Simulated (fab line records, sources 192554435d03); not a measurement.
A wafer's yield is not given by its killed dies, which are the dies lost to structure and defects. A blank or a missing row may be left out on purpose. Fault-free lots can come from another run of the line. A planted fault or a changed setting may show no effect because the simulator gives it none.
Struck lot and sound lot, side by side    flow n5 finfet    14 out of 1938 route steps
Sound: the wafers L238.2, L238.5, L238.6. Struck: wafer L246.4 (left out: L246.1, L246.6 of the same lot, which were not struck); the cause appears at the end.
Each step with rows lists, per side, the tool, then ch with its chambers, then its first start. Under that, the readings that differ: sound wafers    struck wafers    difference of the means    sigmas: that difference in standard deviations of wafers without a fault.
alike: same words and numbers on both sides, and readings whose means sit less than 2 such deviations apart. not compared: any withheld reading, any reading some wafer has no value for, any bound like >300 that may hide the same value, and any number with overlapping values for which the record gives no deviation.
A row with sigmas, a row that says differs or no value, or rows on one side alone: a step with any of these is where the two part. When numbers do not overlap yet have no deviation, they are printed without sigmas and do not part them. A reading that every wafer of one side lacks parts them only if that side has two wafers or more.

first, 8 steps without rows for these wafers: N5_MIM_TOP_LITHO_HMDS_01 (time 60 s); N5_MIM_TOP_LITHO_COAT_02; N5_MIM_TOP_LITHO_EBR_04; N5_MIM_TOP_LITHO_SOFTBAKE_03 (time 90 s); N5_MIM_TOP_LITHO_EXPOSE_05 (exposes mask MIM TOP, target cd 2000 nm); N5_MIM_TOP_LITHO_PEB_06; N5_MIM_TOP_LITHO_DEVELOP_07 (develop time 60 s); N5_MIM_TOP_LITHO_HARDBAKE_09 (time 120 s).
N5_MIM_TOP_LITHO_CD_MEAS_08: the cd target is 2000 nm.
  sound on cd sem-03 ch 0, day 13 05:08; struck on cd sem-01 ch 0, day 15 18:31
  alike: cd nm
N5_MIM_TOP_LITHO_OVL_MEAS_11:
  sound on overlay-02 ch 0, day 13 05:10; struck on overlay-02 ch 0, day 15 18:32
  alike: MIM_TOP_OVL
N5_MIM_TOP_LITHO_INSPECT_12: inspects for defects (macro).
  sound: defect inspect-01 at day 13 05:11; struck: defect inspect-02 at day 15 18:34
  alike: raw defect count
N5_MIM_TOP_LITHO_DESCUM_10: chemistry O2, time 7.9 s.
  sound on rie diel-06 ch 1,3, day 13 05:28; struck on rie diel-06 ch 2, day 15 18:36
reading                          sound           struck  difference  sigmas
showerhead plenum p Torr (Torr)  2.24 2.17 2.24  2.02    -0.20       -3
  alike: drypump motor current A, oes product au, rf vpp V, throttle valve pct
  not compared: rf hours counter h
N5_MIM_TOP_ETCH_ETCH_00: etches TiN in Cl2/BCl3, target depth 38.5 nm.
  sound on rie metal-02 ch 0,1, day 13 05:34; struck on rie metal-01 ch 0, day 15 18:41
reading                 sound              struck  difference  sigmas
mfc cl2 sccm (sccm)     53.30 53.16 53.72  69.87   +16.48      +99 or more
throttle valve pct (%)  22.72 22.73 22.96  24.31   +1.51       +6
  alike: drypump motor current A, he backside leak sccm, oes product au
  not compared: rf hours counter h
N5_MIM_TOP_ETCH_STRIP_01: strips in O2.
  sound on rie diel-05 ch 0,1,3, day 13 05:43; struck on rie diel-04 ch 0, day 15 18:55
  alike: drypump motor current A, oes product au, rf vpp V, showerhead plenum p Torr, throttle valve pct
  not compared: rf hours counter h

WHERE THEY PART
At N5_MIM_TOP_LITHO_DESCUM_10 first; at N5_MIM_TOP_ETCH_ETCH_00 last (within this record only). Later steps at which nothing parts them and some readings are alike: N5_MIM_TOP_ETCH_STRIP_01.

WHY: what had been put in by the simulator
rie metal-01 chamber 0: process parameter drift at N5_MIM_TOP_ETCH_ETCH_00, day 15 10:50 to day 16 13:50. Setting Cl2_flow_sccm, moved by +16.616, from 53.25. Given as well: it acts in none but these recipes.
